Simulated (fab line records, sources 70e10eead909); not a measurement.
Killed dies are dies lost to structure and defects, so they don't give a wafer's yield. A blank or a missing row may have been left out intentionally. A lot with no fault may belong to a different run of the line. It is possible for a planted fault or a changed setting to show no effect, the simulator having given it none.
fab line records -- flow nandHarc
record: lots: 24, wafers: 72, lastDay: 24
route steps=1159 shown A_CONTACT@864 A_M0@1005 A_M1@1051
lots untouched by any fault: they come from a run of this same line in which no faults occurred
startH: the number of hours between the record's first day and the start of the first shown wafer of the lot -- waitH: hours elapsed since this lot's preceding step -- " repeats the value in the row above -- L1.1+2: one row covering several wafers at once -- - no value, or no start given -- * or withheld: withheld -- < > ~ a bound
route shown NAME@n: a module of which the file shows steps, and the number in the route of the first -- usual: mean/standard deviation of fault-free wafers -- same: alike in all rows -- chamber/n: place in a boat -- sites: each site's reading -- _std_site: how widely they spread, as a standard deviation -- _edge_site: the outer-site mean with the inner-site mean subtracted -- radiusMm: for every site, how far away it sits from the centre of the wafer -- mask NAME#n: copy n -- behind: the tool/chamber that last shaped the wafer -- hold: why the lot went on hold/how many hours it stayed there/how the hold came to an end -- device: the n, p or np transistor that did not switch -- end of line: the route-end tests of the same wafers -- step lacking rows: just its recipe -- killed: the dies lost at the first sort to structure and to defects; this is not the yield of the wafer -- map: shows each die of a wafer: x if killed, . if not, _ if none is there
set.NAME: the setting the step ran with; set.NAME@STEP: the setting that earlier step ran with -- model.NAME: the simulator's own value behind a step, which no gauge read
the route's steps for a sample of lots (tables are steps, rows are wafers)
services: from which hour (startH, from the record's first day; less than 0 if before it) a tool's chamber was out of use, for how many hours, and why
== steps ==
step: NHARC_A_CONTACT_ETCH_113
recipe: sourceW: withheld, pressureMtorr: 20, biasV: 3000, timeS: 94, targetDepthA: 9220, arFlowSccm: withheld, c4f8FlowSccm: withheld, o2FlowSccm: withheld, chemistry: C4F8/O2/Ar
usual: oesAirLineAu: 0.999/0.022
lot.wafer,tool,chamber,startH,waitH,oesAirLineAu,rfHoursCounterH
L074.1,harCapEtch-01,0,364.44,0.1,0.965,55
L074.6,harCapEtch-01,1,364.44,0.1,1.012,-
L074.5,harCapEtch-01,0,364.44,0.1,0.993,-
L077.1,harCapEtch-03,0,377.10,0.1,0.996,83
L077.6,harCapEtch-03,1,377.10,0.1,1.014,-
L077.5,harCapEtch-03,0,377.10,0.1,1.007,-
L075.1,harCapEtch-01,0,377.35,0.1,0.941,57
L075.2,harCapEtch-01,1,377.35,0.1,1.006,57
L075.4,harCapEtch-01,0,377.35,0.1,0.978,-
L079.1,harCapEtch-03,0,381.20,0.1,1.015,84
L079.2,harCapEtch-03,1,381.20,0.1,0.979,84
L079.3,harCapEtch-03,0,381.20,0.1,1.004,-
L078.1,harCapEtch-01,1,381.64,0.1,1.001,58
L078.2,harCapEtch-01,0,381.64,0.1,1.027,58
L078.6,harCapEtch-01,0,381.64,0.1,0.978,-
L076.2,harCapEtch-03,1,384.43,0.1,0.990,85
L076.4,harCapEtch-03,1,384.43,0.1,1.014,-
L076.6,harCapEtch-03,0,384.43,0.1,1.013,-
L080.2,harCapEtch-02,0,407.88,0.1,0.960,14
L080.6,harCapEtch-02,0,407.88,0.1,0.959,-
L080.5,harCapEtch-02,1,407.88,0.1,0.990,-
L082.1,harCapEtch-01,0,418.03,0.1,1.015,64
L082.3,harCapEtch-01,1,418.03,0.1,1.016,-
L082.6,harCapEtch-01,1,418.03,0.1,1.071,-
L081.1,harCapEtch-02,1,421.24,0.1,1.039,15
L081.6,harCapEtch-02,0,421.24,0.1,0.980,-
L081.5,harCapEtch-02,1,421.24,0.1,1.002,-
L083.4,harCapEtch-03,0,424.13,0.1,1.020,-
L083.6,harCapEtch-03,0,424.13,0.1,1.031,-
L083.5,harCapEtch-03,1,424.13,0.1,1.011,-
L086.2,harCapEtch-03,0,430.41,0.1,1.007,92
L086.5,harCapEtch-03,0,430.41,0.1,1.031,-
L086.6,harCapEtch-03,1,430.41,0.1,0.963,-
L084.1,harCapEtch-02,1,431.24,0.1,0.988,18
L084.4,harCapEtch-02,0,431.24,0.1,1.015,-
L084.6,harCapEtch-02,0,431.24,0.1,1.005,-
L085.2,harCapEtch-01,1,438.89,0.1,1.019,68
L085.4,harCapEtch-01,1,438.89,0.1,1.009,-
L085.6,harCapEtch-01,1,438.89,0.1,1.022,-
L089.4,harCapEtch-01,1,460.22,0.1,1.012,-
L089.3,harCapEtch-01,0,460.22,0.1,1.010,-
L089.6,harCapEtch-01,0,460.22,0.1,1.002,-
L087.1,harCapEtch-02,1,462.26,0.1,0.985,22
L087.4,harCapEtch-02,1,462.26,0.1,0.998,-
L087.6,harCapEtch-02,1,462.26,0.1,0.997,-
L091.1,harCapEtch-03,1,466.44,0.1,0.989,97
L091.3,harCapEtch-03,0,466.44,0.1,1.004,-
L091.6,harCapEtch-03,1,466.44,0.1,1.020,-
L090.1,harCapEtch-01,1,468.58,0.1,0.987,72
L090.6,harCapEtch-01,0,468.58,0.1,1.025,-
L090.5,harCapEtch-01,1,468.58,0.1,0.977,-
L088.4,harCapEtch-01,0,472.45,0.1,1.000,-
L088.3,harCapEtch-01,1,472.45,0.1,0.967,-
L088.5,harCapEtch-01,1,472.45,0.1,0.979,-
L093.1,harCapEtch-01,1,476.15,0.1,1.022,75
L093.2,harCapEtch-01,0,476.15,0.1,0.994,75
L093.4,harCapEtch-01,0,476.15,0.1,0.994,-
L095.1,harCapEtch-02,1,477.60,0.1,0.999,26
L095.5,harCapEtch-02,1,477.60,0.1,0.997,-
L095.6,harCapEtch-02,0,477.60,0.1,0.978,-
L094.2,harCapEtch-03,1,483.44,0.1,0.973,101
L094.3,harCapEtch-03,0,483.44,0.1,1.002,-
L094.6,harCapEtch-03,0,483.44,0.1,0.985,-
L092.1,harCapEtch-01,0,497.95,0.1,0.987,79
L092.6,harCapEtch-01,0,497.95,0.1,0.972,-
L092.5,harCapEtch-01,1,497.95,0.1,0.997,-
L097.3,harCapEtch-02,1,503.97,0.1,0.995,-
L097.6,harCapEtch-02,1,503.97,0.1,1.011,-
L097.5,harCapEtch-02,0,503.97,0.1,1.036,-
L096.3,harCapEtch-01,0,504.83,0.1,1.000,-
L096.4,harCapEtch-01,1,504.83,0.1,1.022,-
L096.6,harCapEtch-01,1,504.83,0.1,1.008,-
step: NHARC_A_CONTACT_ETCH_117
recipe: sourceW: withheld, pressureMtorr: 20, biasV: 3000, timeS: 94, targetDepthA: 9220, arFlowSccm: withheld, c4f8FlowSccm: withheld, o2FlowSccm: withheld, chemistry: C4F8/O2/Ar
usual: oesAirLineAu: 0.998/0.022
lot.wafer,tool,chamber,startH,waitH,oesAirLineAu,rfHoursCounterH
L074.1,harCapEtch-01,0,364.80,0.1,0.979,55
L074.6,harCapEtch-01,1,364.80,0.1,1.005,-
L074.5,harCapEtch-01,0,364.80,0.1,0.975,-
L077.1,harCapEtch-03,0,377.47,0.1,0.976,83
L077.6,harCapEtch-03,1,377.47,0.1,0.997,-
L077.5,harCapEtch-03,0,377.47,0.1,1.004,-
L075.1,harCapEtch-01,0,377.71,0.1,0.994,57
L075.2,harCapEtch-01,1,377.71,0.1,1.034,57
L075.4,harCapEtch-01,0,377.71,0.1,0.991,-
L079.1,harCapEtch-03,0,381.56,0.1,0.987,84
L079.2,harCapEtch-03,1,381.56,0.1,0.988,84
L079.3,harCapEtch-03,0,381.56,0.1,0.995,-
L078.1,harCapEtch-01,1,382.01,0.1,1.019,59
L078.2,harCapEtch-01,0,382.01,0.1,1.010,59
L078.6,harCapEtch-01,0,382.01,0.1,1.004,-
L076.2,harCapEtch-03,1,384.79,0.1,1.007,85
L076.4,harCapEtch-03,1,384.79,0.1,0.986,-
L076.6,harCapEtch-03,0,384.79,0.1,1.005,-
L080.2,harCapEtch-02,0,408.24,0.1,0.981,15
L080.6,harCapEtch-02,0,408.24,0.1,1.016,-
L080.5,harCapEtch-02,1,408.24,0.1,1.004,-
L082.1,harCapEtch-01,0,418.40,0.1,1.011,64
L082.3,harCapEtch-01,1,418.40,0.1,0.978,-
L082.6,harCapEtch-01,1,418.40,0.1,0.996,-
L081.1,harCapEtch-02,1,421.60,0.1,0.996,16
L081.6,harCapEtch-02,0,421.60,0.1,1.031,-
L081.5,harCapEtch-02,1,421.60,0.1,1.002,-
L083.4,harCapEtch-03,0,424.50,0.1,1.012,-
L083.6,harCapEtch-03,0,424.50,0.1,1.039,-
L083.5,harCapEtch-03,1,424.50,0.1,1.013,-
L086.2,harCapEtch-03,0,430.77,0.1,0.994,92
L086.5,harCapEtch-03,0,430.77,0.1,1.025,-
L086.6,harCapEtch-03,1,430.77,0.1,1.009,-
L084.1,harCapEtch-02,1,431.60,0.1,0.993,18
L084.4,harCapEtch-02,0,431.60,0.1,1.010,-
L084.6,harCapEtch-02,0,431.60,0.1,1.011,-
L085.2,harCapEtch-01,1,439.25,0.1,0.984,69
L085.4,harCapEtch-01,1,439.25,0.1,1.003,-
L085.6,harCapEtch-01,1,439.25,0.1,0.952,-
L089.4,harCapEtch-01,1,460.58,0.1,0.982,-
L089.3,harCapEtch-01,0,460.58,0.1,1.005,-
L089.6,harCapEtch-01,0,460.58,0.1,0.968,-
L087.1,harCapEtch-02,1,462.63,0.1,1.020,22
L087.4,harCapEtch-02,1,462.63,0.1,0.993,-
L087.6,harCapEtch-02,1,462.63,0.1,0.986,-
L091.1,harCapEtch-03,1,466.80,0.1,1.002,97
L091.3,harCapEtch-03,0,466.80,0.1,0.993,-
L091.6,harCapEtch-03,1,466.80,0.1,0.977,-
L090.1,harCapEtch-01,1,468.95,0.1,1.039,72
L090.6,harCapEtch-01,0,468.95,0.1,0.983,-
L090.5,harCapEtch-01,1,468.95,0.1,1.057,-
L088.4,harCapEtch-01,0,472.81,0.1,0.988,-
L088.3,harCapEtch-01,1,472.81,0.1,1.009,-
L088.5,harCapEtch-01,1,472.81,0.1,0.982,-
L093.1,harCapEtch-01,1,476.51,0.1,0.970,75
L093.2,harCapEtch-01,0,476.51,0.1,0.984,75
L093.4,harCapEtch-01,0,476.51,0.1,1.009,-
L095.1,harCapEtch-02,1,477.96,0.1,0.993,26
L095.5,harCapEtch-02,1,477.96,0.1,0.978,-
L095.6,harCapEtch-02,0,477.96,0.1,0.969,-
L094.2,harCapEtch-03,1,483.80,0.1,0.982,102
L094.3,harCapEtch-03,0,483.80,0.1,1.017,-
L094.6,harCapEtch-03,0,483.80,0.1,1.011,-
L092.1,harCapEtch-01,0,498.31,0.1,0.999,79
L092.6,harCapEtch-01,0,498.31,0.1,0.995,-
L092.5,harCapEtch-01,1,498.31,0.1,0.983,-
L097.3,harCapEtch-02,1,504.33,0.1,0.986,-
L097.6,harCapEtch-02,1,504.33,0.1,0.981,-
L097.5,harCapEtch-02,0,504.33,0.1,0.993,-
L096.3,harCapEtch-01,0,505.20,0.1,0.985,-
L096.4,harCapEtch-01,1,505.20,0.1,1.032,-
L096.6,harCapEtch-01,1,505.20,0.1,1.032,-
step: NHARC_A_M0_OVL_MEAS_10
recipe: pitchNm: 160
usual: overlayXNm: -0.2/0.81, overlayYNm: 0.2/1
lot.wafer,tool,chamber,startH,waitH,overlayXNm,overlayYNm
L074.1,overlay-02,-,393.27,-,-0.3,0.6
L074.5,overlay-02,-,393.27,-,-0.3,-0.3
L074.6,overlay-02,-,393.27,-,-0.6,0.8
L077.1,overlay-02,-,403.18,-,0.2,-0.2
L077.5,overlay-02,-,403.18,-,-0.2,-0.7
L077.6,overlay-02,-,403.18,-,-0.5,-0.4
L075.1,overlay-02,-,404.26,-,0.4,-1.3
L075.2,overlay-02,-,404.26,-,0.2,-1.1
L075.4,overlay-02,-,404.26,-,0.1,-1.1
L079.1,overlay-02,-,405.77,-,0.8,1.6
L079.2,overlay-02,-,405.77,-,0.2,1.3
L079.3,overlay-02,-,405.77,-,0.8,1.4
L078.1,overlay-02,-,409.03,-,-1.1,0.0
L078.2,overlay-02,-,409.03,-,-1.5,-0.5
L078.6,overlay-02,-,409.03,-,-1.3,-0.2
L076.2,overlay-02,-,410.64,-,0.0,2.1
L076.4,overlay-02,-,410.64,-,0.1,1.7
L076.6,overlay-02,-,410.64,-,0.0,2.1
L080.2,overlay-01,-,433.23,-,-1.0,1.4
L080.5,overlay-01,-,433.23,-,-1.2,1.7
L080.6,overlay-01,-,433.23,-,-1.0,1.3
L082.1,overlay-02,-,443.07,-,-0.2,0.6
L082.3,overlay-02,-,443.07,-,0.2,1.2
L082.6,overlay-02,-,443.07,-,-0.5,0.6
L081.1,overlay-02,-,446.18,-,-0.6,1.7
L081.5,overlay-02,-,446.18,-,-1.1,2.1
L081.6,overlay-02,-,446.18,-,-1.2,2.1
L083.4,overlay-01,-,456.20,-,-0.3,0.0
L083.5,overlay-01,-,456.20,-,-0.1,-0.2
L083.6,overlay-01,-,456.20,-,-0.3,-0.2
L086.2,overlay-02,-,463.21,-,0.0,0.8
L086.5,overlay-02,-,463.21,-,-0.6,1.0
L086.6,overlay-02,-,463.21,-,-0.1,1.1
L084.1,overlay-01,-,466.33,-,-1.3,-0.6
L084.4,overlay-01,-,466.33,-,-1.0,0.1
L084.6,overlay-01,-,466.33,-,-1.4,-0.8
L085.2,overlay-02,-,466.65,-,-0.9,-0.6
L085.4,overlay-02,-,466.65,-,-0.9,-0.1
L085.6,overlay-02,-,466.65,-,-1.6,0.3
L089.3,overlay-01,-,492.66,-,0.5,0.5
L089.4,overlay-01,-,492.66,-,0.3,0.0
L089.6,overlay-01,-,492.66,-,0.6,-0.1
L087.1,overlay-01,-,493.10,-,-0.8,0.3
L087.4,overlay-01,-,493.10,-,-0.8,-0.2
L087.6,overlay-01,-,493.10,-,-0.8,0.6
L091.1,overlay-02,-,494.61,-,0.5,1.0
L091.3,overlay-02,-,494.61,-,-0.5,1.0
L091.6,overlay-02,-,494.61,-,0.2,1.4
L090.1,overlay-01,-,499.35,-,1.5,-0.6
L090.5,overlay-01,-,499.35,-,1.7,-0.5
L090.6,overlay-01,-,499.35,-,1.1,0.1
L088.3,overlay-01,-,499.80,-,0.8,-0.6
L088.4,overlay-01,-,499.80,-,0.7,-0.9
L088.5,overlay-01,-,499.80,-,1.2,-0.7
L095.1,overlay-02,-,508.96,-,-0.7,-0.1
L095.5,overlay-02,-,508.96,-,-1.0,0.2
L095.6,overlay-02,-,508.96,-,-0.8,0.3
L093.1,overlay-02,-,509.54,-,1.3,-0.3
L093.2,overlay-02,-,509.54,-,1.1,-1.2
L093.4,overlay-02,-,509.54,-,1.4,-0.8
L094.2,overlay-02,-,509.97,-,-0.2,0.8
L094.3,overlay-02,-,509.97,-,-0.6,0.9
L094.6,overlay-02,-,509.97,-,-0.1,0.8
L092.1,overlay-01,-,520.72,-,-1.4,-0.6
L092.5,overlay-01,-,520.72,-,-1.4,-0.7
L092.6,overlay-01,-,520.72,-,-1.2,-1.4
L097.3,overlay-02,-,526.30,-,0.2,1.2
L097.5,overlay-02,-,526.30,-,0.1,1.0
L097.6,overlay-02,-,526.30,-,0.9,1.3
L096.3,overlay-02,-,535.74,-,0.0,-1.4
L096.4,overlay-02,-,535.74,-,-0.2,-1.9
L096.6,overlay-02,-,535.74,-,-0.3,-1.9
step: NHARC_A_M0_INSPECT_11
usual: rawDefectCount: 33/14
lot.wafer,tool,chamber,startH,waitH,rawDefectCount
L074.1,defectInspect-02,-,393.30,0.0,22
L074.5,defectInspect-02,-,393.30,0.0,24
L074.6,defectInspect-02,-,393.30,0.0,25
L077.1,defectInspect-02,-,403.22,0.0,12
L077.5,defectInspect-02,-,403.22,0.0,10
L077.6,defectInspect-02,-,403.22,0.0,12
L075.1,defectInspect-02,-,404.30,0.0,16
L075.2,defectInspect-02,-,404.30,0.0,11
L075.4,defectInspect-02,-,404.30,0.0,27
L079.1,defectInspect-02,-,405.80,0.0,7
L079.2,defectInspect-02,-,405.80,0.0,18
L079.3,defectInspect-02,-,405.80,0.0,7
L078.1,defectInspect-02,-,409.07,0.0,40
L078.2,defectInspect-02,-,409.07,0.0,36
L078.6,defectInspect-02,-,409.07,0.0,35
L076.2,defectInspect-01,-,410.68,0.0,38
L076.4,defectInspect-01,-,410.68,0.0,30
L076.6,defectInspect-01,-,410.68,0.0,55
L080.2,defectInspect-02,-,433.26,0.0,21
L080.5,defectInspect-02,-,433.26,0.0,12
L080.6,defectInspect-02,-,433.26,0.0,18
L082.1,defectInspect-02,-,443.11,0.0,43
L082.3,defectInspect-02,-,443.11,0.0,36
L082.6,defectInspect-02,-,443.11,0.0,56
L081.1,defectInspect-02,-,446.22,0.0,44
L081.5,defectInspect-02,-,446.22,0.0,39
L081.6,defectInspect-02,-,446.22,0.0,37
L083.4,defectInspect-02,-,456.24,0.0,39
L083.5,defectInspect-02,-,456.24,0.0,39
L083.6,defectInspect-02,-,456.24,0.0,39
L086.2,defectInspect-02,-,463.25,0.0,18
L086.5,defectInspect-02,-,463.25,0.0,20
L086.6,defectInspect-02,-,463.25,0.0,17
L084.1,defectInspect-02,-,466.37,0.0,43
L084.4,defectInspect-02,-,466.37,0.0,37
L084.6,defectInspect-02,-,466.37,0.0,36
L085.2,defectInspect-02,-,466.69,0.0,54
L085.4,defectInspect-02,-,466.69,0.0,55
L085.6,defectInspect-02,-,466.69,0.0,49
L089.3,defectInspect-01,-,492.70,0.0,37
L089.4,defectInspect-01,-,492.70,0.0,26
L089.6,defectInspect-01,-,492.70,0.0,43
L087.1,defectInspect-02,-,493.13,0.0,46
L087.4,defectInspect-02,-,493.13,0.0,32
L087.6,defectInspect-02,-,493.13,0.0,35
L091.1,defectInspect-01,-,494.65,0.0,43
L091.3,defectInspect-01,-,494.65,0.0,45
L091.6,defectInspect-01,-,494.65,0.0,40
L090.1,defectInspect-02,-,499.39,0.0,42
L090.5,defectInspect-02,-,499.39,0.0,28
L090.6,defectInspect-02,-,499.39,0.0,32
L088.3,defectInspect-02,-,499.83,0.0,30
L088.4,defectInspect-02,-,499.83,0.0,36
L088.5,defectInspect-02,-,499.83,0.0,32
L095.1,defectInspect-02,-,509.00,0.0,55
L095.5,defectInspect-02,-,509.00,0.0,82
L095.6,defectInspect-02,-,509.00,0.0,63
L093.1,defectInspect-01,-,509.58,0.0,13
L093.2,defectInspect-01,-,509.58,0.0,7
L093.4,defectInspect-01,-,509.58,0.0,20
L094.2,defectInspect-01,-,510.00,0.0,36
L094.3,defectInspect-01,-,510.00,0.0,42
L094.6,defectInspect-01,-,510.00,0.0,25
L092.1,defectInspect-02,-,520.76,0.0,35
L092.5,defectInspect-02,-,520.76,0.0,33
L092.6,defectInspect-02,-,520.76,0.0,33
L097.3,defectInspect-02,-,526.34,0.0,25
L097.5,defectInspect-02,-,526.34,0.0,21
L097.6,defectInspect-02,-,526.34,0.0,16
L096.3,defectInspect-01,-,535.78,0.0,44
L096.4,defectInspect-01,-,535.78,0.0,38
L096.6,defectInspect-01,-,535.78,0.0,50
step: NHARC_A_M0_PVD_21
recipe: targetThkA: 300, chamberPressurePa: 5, powerW: 5000, substrateTempC: 30, timeS: 20.49, material: Cu
usual: throttleValvePct: 30.2/1.1
lot.wafer,tool,chamber,startH,waitH,throttleValvePct
L074.1,pvdSputter-03,-,-,-,28.8
L074.6,pvdSputter-03,-,-,-,30.4
L074.5,pvdSputter-03,-,-,-,28.5
L077.1,pvdSputter-02,-,-,-,30.0
L077.6,pvdSputter-02,-,-,-,31.0
L077.5,pvdSputter-02,-,-,-,30.0
L075.2,pvdSputter-03,-,-,-,30.3
L075.4,pvdSputter-03,-,-,-,29.9
L075.1,pvdSputter-03,-,-,-,30.1
L079.2,pvdSputter-03,-,-,-,29.7
L079.3,pvdSputter-03,-,-,-,30.7
L079.1,pvdSputter-03,-,-,-,28.7
L078.2,pvdSputter-02,-,-,-,30.2
L078.1,pvdSputter-02,-,-,-,30.2
L078.6,pvdSputter-02,-,-,-,31.0
L076.4,pvdSputter-03,-,-,-,30.1
L076.2,pvdSputter-03,-,-,-,29.9
L076.6,pvdSputter-03,-,-,-,30.2
L080.2,pvdSputter-03,-,-,-,30.5
L080.5,pvdSputter-03,-,-,-,30.0
L080.6,pvdSputter-03,-,-,-,30.4
L082.1,pvdSputter-02,-,-,-,29.7
L082.3,pvdSputter-02,-,-,-,30.9
L082.6,pvdSputter-02,-,-,-,30.1
L081.1,pvdSputter-01,-,-,-,29.7
L081.5,pvdSputter-01,-,-,-,31.2
L081.6,pvdSputter-01,-,-,-,31.6
L083.4,pvdSputter-01,-,-,-,30.9
L083.5,pvdSputter-01,-,-,-,31.2
L083.6,pvdSputter-01,-,-,-,31.9
L086.2,pvdSputter-01,-,-,-,31.7
L086.5,pvdSputter-01,-,-,-,31.2
L086.6,pvdSputter-01,-,-,-,31.5
L084.1,pvdSputter-02,-,-,-,27.7
L084.4,pvdSputter-02,-,-,-,31.1
L084.6,pvdSputter-02,-,-,-,27.8
L085.2,pvdSputter-01,-,-,-,31.9
L085.4,pvdSputter-01,-,-,-,31.0
L085.6,pvdSputter-01,-,-,-,29.6
L089.4,pvdSputter-03,-,-,-,30.9
L089.3,pvdSputter-03,-,-,-,30.6
L089.6,pvdSputter-03,-,-,-,31.6
L087.1,pvdSputter-01,-,-,-,31.7
L087.4,pvdSputter-01,-,-,-,29.6
L087.6,pvdSputter-01,-,-,-,29.5
L091.3,pvdSputter-03,-,-,-,28.7
L091.1,pvdSputter-03,-,-,-,30.7
L091.6,pvdSputter-03,-,-,-,31.1
L090.1,pvdSputter-02,-,-,-,30.8
L090.5,pvdSputter-02,-,-,-,27.6
L090.6,pvdSputter-02,-,-,-,29.8
L088.3,pvdSputter-01,-,-,-,30.8
L088.4,pvdSputter-01,-,-,-,31.3
L088.5,pvdSputter-01,-,-,-,30.6
L095.1,pvdSputter-02,-,-,-,31.0
L095.6,pvdSputter-02,-,-,-,29.9
L095.5,pvdSputter-02,-,-,-,30.8
L093.1,pvdSputter-01,-,-,-,30.9
L093.2,pvdSputter-01,-,-,-,31.6
L093.4,pvdSputter-01,-,-,-,29.6
L094.3,pvdSputter-02,-,-,-,30.1
L094.2,pvdSputter-02,-,-,-,28.0
L094.6,pvdSputter-02,-,-,-,30.4
L092.1,pvdSputter-03,-,-,-,31.3
L092.6,pvdSputter-03,-,-,-,28.9
L092.5,pvdSputter-03,-,-,-,30.7
L097.3,pvdSputter-01,-,-,-,31.5
L097.5,pvdSputter-01,-,-,-,30.3
L097.6,pvdSputter-01,-,-,-,31.7
L096.3,pvdSputter-02,-,-,-,31.0
L096.4,pvdSputter-02,-,-,-,30.1
L096.6,pvdSputter-02,-,-,-,27.8
step: NHARC_A_M1_ANNEAL_31
recipe: tempC: 225, timeS: 90
usual: wafer_temp_C_max: 226.6/0.39
lot.wafer,tool,chamber,startH,waitH,wafer_temp_C_max
L074.1,rtpAnneal-01,0,399.59,-,226.4
L074.5,rtpAnneal-01,0,399.59,-,226.6
L074.6,rtpAnneal-01,0,399.59,-,226.3
L077.1,rtpAnneal-01,0,409.39,-,226.6
L077.5,rtpAnneal-01,0,409.39,-,226.1
L077.6,rtpAnneal-01,0,409.39,-,225.8
L075.1,rtpAnneal-02,0,410.54,-,226.5
L075.2,rtpAnneal-02,0,410.54,-,227.4
L075.4,rtpAnneal-02,0,410.54,-,226.9
L079.1,rtpAnneal-01,0,411.74,-,226.5
L079.2,rtpAnneal-01,0,411.74,-,226.5
L079.3,rtpAnneal-01,0,411.74,-,226.4
L078.1,rtpAnneal-01,0,414.86,-,226.3
L078.2,rtpAnneal-01,0,414.86,-,226.0
L078.6,rtpAnneal-01,0,414.86,-,226.4
L076.2,rtpAnneal-01,0,417.02,0.7,226.1
L076.4,rtpAnneal-01,0,417.02,0.7,226.0
L076.6,rtpAnneal-01,0,417.02,0.7,226.6
L080.2,rtpAnneal-02,0,439.54,-,227.1
L080.5,rtpAnneal-02,0,439.54,-,226.6
L080.6,rtpAnneal-02,0,439.54,-,226.6
L082.1,rtpAnneal-02,0,449.32,0.3,227.0
L082.3,rtpAnneal-02,0,449.32,0.3,226.8
L082.6,rtpAnneal-02,0,449.32,0.3,227.2
L081.1,rtpAnneal-02,0,452.38,-,226.4
L081.5,rtpAnneal-02,0,452.38,-,226.9
L081.6,rtpAnneal-02,0,452.38,-,227.1
L083.4,rtpAnneal-01,0,462.59,0.3,226.2
L083.5,rtpAnneal-01,0,462.59,0.3,226.1
L083.6,rtpAnneal-01,0,462.59,0.3,226.8
L086.2,rtpAnneal-02,0,469.20,-,226.2
L086.5,rtpAnneal-02,0,469.20,-,226.6
L086.6,rtpAnneal-02,0,469.20,-,226.5
L084.1,rtpAnneal-02,0,472.55,0.3,227.0
L084.4,rtpAnneal-02,0,472.55,0.3,226.1
L084.6,rtpAnneal-02,0,472.55,0.3,227.2
L085.2,rtpAnneal-02,0,473.06,0.3,227.6
L085.4,rtpAnneal-02,0,473.06,0.3,226.9
L085.6,rtpAnneal-02,0,473.06,0.3,226.4
L089.3,rtpAnneal-01,0,498.66,0.3,226.5
L089.4,rtpAnneal-01,0,498.66,0.3,226.0
L089.6,rtpAnneal-01,0,498.66,0.3,226.4
L087.1,rtpAnneal-01,0,499.19,-,226.6
L087.4,rtpAnneal-01,0,499.19,-,226.3
L087.6,rtpAnneal-01,0,499.19,-,226.1
L091.1,rtpAnneal-01,0,500.53,-,226.1
L091.3,rtpAnneal-01,0,500.53,-,226.8
L091.6,rtpAnneal-01,0,500.53,-,226.9
L090.1,rtpAnneal-01,0,505.64,0.5,225.7
L090.5,rtpAnneal-01,0,505.64,0.5,226.4
L090.6,rtpAnneal-01,0,505.64,0.5,226.5
L088.3,rtpAnneal-02,0,505.94,-,226.4
L088.4,rtpAnneal-02,0,505.94,-,226.4
L088.5,rtpAnneal-02,0,505.94,-,226.4
L095.1,rtpAnneal-01,0,515.47,-,227.0
L095.5,rtpAnneal-01,0,515.47,-,226.4
L095.6,rtpAnneal-01,0,515.47,-,226.5
L093.1,rtpAnneal-02,0,516.05,0.3,226.7
L093.2,rtpAnneal-02,0,516.05,0.3,226.8
L093.4,rtpAnneal-02,0,516.05,0.3,227.1
L094.2,rtpAnneal-01,0,516.27,0.4,226.8
L094.3,rtpAnneal-01,0,516.27,0.4,227.1
L094.6,rtpAnneal-01,0,516.27,0.4,226.5
L092.1,rtpAnneal-01,0,526.84,0.3,226.8
L092.5,rtpAnneal-01,0,526.84,0.3,225.9
L092.6,rtpAnneal-01,0,526.84,0.3,226.7
L097.3,rtpAnneal-02,0,533.92,-,227.3
L097.5,rtpAnneal-02,0,533.92,-,227.9
L097.6,rtpAnneal-02,0,533.92,-,226.8
L096.3,rtpAnneal-02,0,541.60,0.3,227.0
L096.4,rtpAnneal-02,0,541.60,0.3,226.2
L096.6,rtpAnneal-02,0,541.60,0.3,226.4
== services ==
tool,chamber,startH,hours,kind
pvdSputter-01,-,359.55,0.5,repair
pvdSputter-03,-,363.58,2.4,repair
pvdSputter-02,-,392.00,10.0,pm
pvdSputter-03,-,397.46,2.7,repair
pvdSputter-03,-,439.51,8.0,repair
pvdSputter-02,-,453.76,7.9,repair
pvdSputter-03,-,458.00,10.0,pm
pvdSputter-01,-,514.04,10.0,pm
== key ==
fault none
